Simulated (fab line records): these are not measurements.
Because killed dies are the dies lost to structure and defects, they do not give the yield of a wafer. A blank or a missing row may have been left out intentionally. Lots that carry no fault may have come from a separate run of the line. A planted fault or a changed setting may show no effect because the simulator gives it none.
Split-lot trial | flow n5Finfet | on a route of 1938 steps: 7 lots, 39 wafers read

SPLIT DETAILS
At N5_FIN_SAQP_HM_DEP_03 (deposits SiNx from SiH4/NH3/N2, target thk 38 nm, time 33.6 s), the setting targetThkA was moved away from the recipe's 380 angstrom on 15 of the 39 wafers read, by -59.5% to +54.6%. For the rest of the wafers, this setting stayed at what the recipe calls for.

FROM THE SPLIT TO THE READING: what the file shows between them, 8 steps
- N5_FIN_SAQP_THK_MEAS_05
- N5_FIN_SAQP_PECVD_47: deposits a-Si from SiH4/He, target thk 45 nm, time 36.3 s
- N5_FIN_SAQP_PECVD_48: deposits SiNx from SiH4/NH3/N2, target thk 25 nm, time 22.1 s
- N5_FIN_SAQP_MANDREL2_REMOVE_60: chemistry HBr/Cl2/O2, target a-Si, stops on SiNx, bt time 10 s
- N5_FIN_SAQP_HM_OPEN_33: chemistry CH3F/O2, target SiNx, target depth 49.4 nm, time 70.6 s
- N5_FIN_SAQP_ETCH_34: etches SiO2 in C4F6/O2, target depth 45 nm, time 15 s
- N5_FIN_SAQP_STRIP_77: strips in N2/H2, time 90 s
- N5_FIN_SAQP_ETCH_64: etches SiO2 in CF4, target depth 1.5 nm

THE READING
SiNx_of_FIN_SAQP_HM_DEP_03.thkNm (the simulator's own value, which no gauge read), in nm, at N5_FIN_SAQP_FIN_ETCH_36 (etches the open film in HBr/Cl2/O2, target depth 120 nm, time 50.4 s). The file gives no usual value for it. Across the 24 wafers here that went through the recipe, the average is 21.0 nm and the standard deviation 0.73 nm.

wafer  | tool, chamber at the split | targetThkA as run, angstrom | against the recipe | SiNx_of_FIN_SAQP_HM_DEP_03.thkNm, nm | against lot-mates on the recipe
L074.1 | pecvd-03, 0                | 380                         | recipe             | 20.6                                 | -
L074.5 | pecvd-03, 0                | 380                         | recipe             | 20.6                                 | -
L074.2 | pecvd-03, 1                | 380                         | recipe             | 21.4                                 | -
L074.3 | pecvd-03, 2                | 380                         | recipe             | 20.8                                 | -
L074.4 | pecvd-03, 2                | 380                         | recipe             | 22.6                                 | -
L074.6 | pecvd-03, 1                | 380                         | recipe             | 21.8                                 | -
L077.1 | pecvd-01, 1                | 251.1                       | -33.9%             | 8                                    | -13.1
L077.2 | pecvd-01, 0                | 380                         | recipe             | 20.6                                 | -
L077.3 | pecvd-01, 2                | 251.1                       | -33.9%             | 8.6                                  | -12.5
L077.4 | pecvd-01, 2                | 380                         | recipe             | 21.2                                 | -
L077.5 | pecvd-01, 1                | 380                         | recipe             | 21.4                                 | -
L077.6 | pecvd-01, 0                | 251.1                       | -33.9%             | 7.6                                  | -13.5
L078.1 | pecvd-03, 2                | 380                         | recipe             | 21.8                                 | -
L078.2 | pecvd-03, 0                | 587.5                       | +54.6%             | 41                                   | +19.9
L078.3 | pecvd-03, 1                | 380                         | recipe             | 19.8                                 | -
L078.4 | pecvd-03, 0                | 587.5                       | +54.6%             | 41.2                                 | +20.1
L078.5 | pecvd-03, 1                | 587.5                       | +54.6%             | 42.6                                 | +21.5
L078.6 | pecvd-03, 2                | 380                         | recipe             | 21.6                                 | -
L081.1 | pecvd-03, 1                | 302.1                       | -20.5%             | 12.2                                 | -8.9
L081.4 | pecvd-03, 1                | 302.1                       | -20.5%             | 12.2                                 | -8.9
L081.2 | pecvd-03, 2                | 380                         | recipe             | 21.4                                 | -
L081.3 | pecvd-03, 0                | 380                         | recipe             | 20.8                                 | -
L081.5 | pecvd-03, 2                | 302.1                       | -20.5%             | 14                                   | -7.1
L081.6 | pecvd-03, 0                | 380                         | recipe             | 21                                   | -
L085.1 | pecvd-01, 0                | 380                         | recipe             | 19.6                                 | -
L085.4 | pecvd-01, 0                | 380                         | recipe             | 19.6                                 | -
L085.2 | pecvd-01, 2                | 153.9                       | -59.5%             | 0                                    | -20.1
L085.5 | pecvd-01, 2                | 153.9                       | -59.5%             | 0                                    | -20.1
L085.6 | pecvd-01, 1                | 153.9                       | -59.5%             | 0                                    | -20.1
L085.3 | pecvd-01, 1                | 380                         | recipe             | 21.2                                 | -
L093.1 | pecvd-04, 0                | 380                         | recipe             | 20.8                                 | -
L093.2 | pecvd-04, 1                | 285.9                       | -24.8%             | 12.8                                 | -7.7
L093.3 | pecvd-04, 2                | 380                         | recipe             | 20.2                                 | -
L093.4 | pecvd-04, 0                | 285.9                       | -24.8%             | 11.4                                 | -9.1
L093.5 | pecvd-04, 2                | 380                         | recipe             | 20.6                                 | -
L093.6 | pecvd-04, 1                | 285.9                       | -24.8%             | 13.2                                 | -7.3
L094.2 | pecvd-01, 2                | 380                         | recipe             | 21.2                                 | -
L094.4 | pecvd-01, 0                | 380                         | recipe             | 20.4                                 | -
L094.5 | pecvd-01, 2                | 380                         | recipe             | 22                                   | -

FIT RESULTS
A straight line over all 39 wafers: SiNx_of_FIN_SAQP_HM_DEP_03.thkNm changes by +0.367 nm for each +1% of targetThkA; r = +1.00; the points scatter about the line by 0.82 nm.
The same after taking each lot's own level away (the mean of its wafers on the recipe; 39 wafers): +0.36 nm for each +1%; r = +1.00; scatter 0.88 nm.
On that fit, the largest move of targetThkA shifts the reading by 21 nm.
The lots' own levels span 20.13 to 21.30 nm, that is 1.6 times the standard deviation above.
So the lot-to-lot level changes the slope little: the two slopes agree.
Check: for one of the wafers moved furthest among these (-59.5%), held out of the fit, the line's prediction against its lot-mates is -21.5 nm. Against them it came out at -20.1 nm.

THE WHOLE CHAIN: every reading that the file lists as answering this split, in the file's order
step                    | what it does                                                         | reading                                                                           | change (the file's fit)               | r (the file's)
N5_FIN_SAQP_HM_DEP_03   | deposits SiNx from SiH4/NH3/N2, target thk 38 nm, time 33.6 s        | SiNx_of_FIN_SAQP_HM_DEP_03.thkNm (the simulator's own value, which no gauge read) | +0.37 nm for each +1% of the setting  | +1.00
N5_FIN_SAQP_THK_MEAS_05 |                                                                      | thkNm                                                                             | withheld for each +1% of the setting  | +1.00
N5_FIN_SAQP_HM_OPEN_33  | chemistry CH3F/O2, target SiNx, target depth 49.4 nm, time 70.6 s    | etchRfOnTimeS                                                                     | withheld for each +1% of the setting  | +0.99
N5_FIN_SAQP_HM_OPEN_33  | chemistry CH3F/O2, target SiNx, target depth 49.4 nm, time 70.6 s    | etch.depthNm (the simulator's own value, which no gauge read)                     | +0.37 nm for each +1% of the setting  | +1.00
N5_FIN_SAQP_FIN_ETCH_36 | etches the open film in HBr/Cl2/O2, target depth 120 nm, time 50.4 s | SiNx_of_FIN_SAQP_HM_DEP_03.thkNm (the simulator's own value, which no gauge read) | +0.359 nm for each +1% of the setting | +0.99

THE FILE'S OWN FIT
SiNx_of_FIN_SAQP_HM_DEP_03.thkNm changes by +0.359 nm for each +1% of targetThkA, r = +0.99.
